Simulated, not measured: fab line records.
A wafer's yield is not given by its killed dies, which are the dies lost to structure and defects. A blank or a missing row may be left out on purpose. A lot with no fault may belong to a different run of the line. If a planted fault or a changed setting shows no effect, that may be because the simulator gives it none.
A struck lot beside a sound one    flow n5Finfet    15 out of 1938 route steps
Sound: these wafers, L729.1, L729.2, L729.5. Struck: wafer L717.3. (L717.5 of the same lot was not struck and is left out.) The cause comes at the end.
At each step with rows: each side's tool, then ch and its chambers, then its first start. Under that, the readings that differ: sound wafers    struck wafers    difference of the means    sigmas: that difference in standard deviations of wafers without a fault.
alike: readings whose means differ by less than 2 such deviations, and words and numbers that are the same on both sides. not compared: withheld readings, readings that some wafer has no value for, bounds like >300 that may hide the same value, and numbers for which the record gives no deviation and whose values overlap.
The two part at a step that has a row with sigmas, a row that says differs or no value, or rows on one side only. Non-overlapping numbers with no deviation appear without sigmas and do not part them. A reading missing from all wafers of one side parts the sides only when that side holds two or more wafers.

first, 1 step without rows for these wafers: N5_HKMG_FIN_ETCH_35 (etches SOC in N2/H2, target depth 215.8 nm, time 243.4 s).
N5_HKMG_FIN_STRIP_92: strips SOC in N2/H2, time 20 s.
  sound on rieDiel-04 ch 1,2, day 8 20:04; struck on rieDiel-03 ch 1, day 5 22:27
  alike: drypumpMotorCurrentA, oesProductAu, rfVppV, showerheadPlenumPTorr, throttleValvePct
  not compared: rfHoursCounterH
then, 5 steps without rows for these wafers: N5_HKMG_FIN_WET_ETCH_18 (etches TiN in SC1, time 55 s, target depth 5.2 nm, rinse time 30 s); N5_HKMG_FIN_STRIP_19 (strips in N2/H2, time 360 s); N5_HKMG_FIN_ALD_91 (deposits TiN, target thk 1 nm, pulse time 1 s, purge time 3 s); N5_HKMG_FIN_COAT_85 (time 60 s, resist thk 300 nm); N5_HKMG_FIN_ETCH_86 (etches SOC in N2/H2, stops on TiN, target depth 393.2 nm).
N5_HKMG_FIN_STRIP_89: strips SOC in N2/H2, time 20 s.
  sound on rieDiel-02 ch 0,1,3, day 8 20:59; struck on rieDiel-04 ch 1, day 5 23:30
reading                       sound           struck  difference  sigmas
rfVppV (V)                    55.0 55.1 55.4  52.6    -2.6        -3
showerheadPlenumPTorr (Torr)  3.27 3.56 3.45  3.22    -0.21       -2
  alike: drypumpMotorCurrentA, oesProductAu, throttleValvePct
  not compared: rfHoursCounterH
then, 1 step without rows for these wafers: N5_HKMG_FIN_WET_ETCH_87 (etches TiN in SC1, time 154.2 s, target depth 4.7 nm, rinse time 30 s).
N5_HKMG_FIN_STRIP_88: strips in N2/H2, time 360 s.
  sound on plasmaAsher-01 ch 0,1, day 8 21:11; struck on plasmaAsher-02 ch 1, day 5 23:49
  alike: drypumpMotorCurrentA, heaterPowerW
  not compared: rfHoursCounterH
N5_HKMG_FIN_NWFM_ALD_20: deposits TiAlC, target thk 2 nm, pulse time 3 s, purge time 2 s.
  sound on aldMetal-02 ch 0,1,2, day 8 21:34; struck on aldMetal-03 ch 3, day 6 00:04
  alike: heaterPowerW, precursorPulseHeightRel
then, 1 step without rows for these wafers: N5_HKMG_FIN_ALD_71 (deposits TiN, target thk 1 nm, pulse time 1 s, purge time 3 s).
N5_HKMG_FIN_COAT_66: time 60 s, resist thk 300 nm.
  sound on lithoTrack-04 ch 0, day 8 21:56; struck on lithoTrack-04 ch 0, day 6 00:28
reading                sound              struck  difference  sigmas
heaterPowerTotalW (W)  498.5 497.9 497.8  534.1   +36.0       +19
runLengthS (s)         66.40 66.44 66.41  59.60   -6.82       -26
N5_HKMG_FIN_ETCH_67: etches SOC in N2/H2, stops on TiN, target depth 388.9 nm.
  sound on rieDiel-02 ch 0,2,3, day 8 22:00; struck on rieDiel-03 ch 2, day 6 00:32
  alike: drypumpMotorCurrentA, oesProductAu, rfVppV, showerheadPlenumPTorr, throttleValvePct
  not compared: rfHoursCounterH
following that, these wafers have no rows for 1 step: N5_PASSIVATION_PROBE_49.

== WHERE THEY PART ==
At N5_HKMG_FIN_STRIP_89 first; at N5_HKMG_FIN_COAT_66 last (within this record only). Later steps at which nothing parts them and some readings are alike: N5_HKMG_FIN_ETCH_67.

WHY: whatever the simulator had introduced
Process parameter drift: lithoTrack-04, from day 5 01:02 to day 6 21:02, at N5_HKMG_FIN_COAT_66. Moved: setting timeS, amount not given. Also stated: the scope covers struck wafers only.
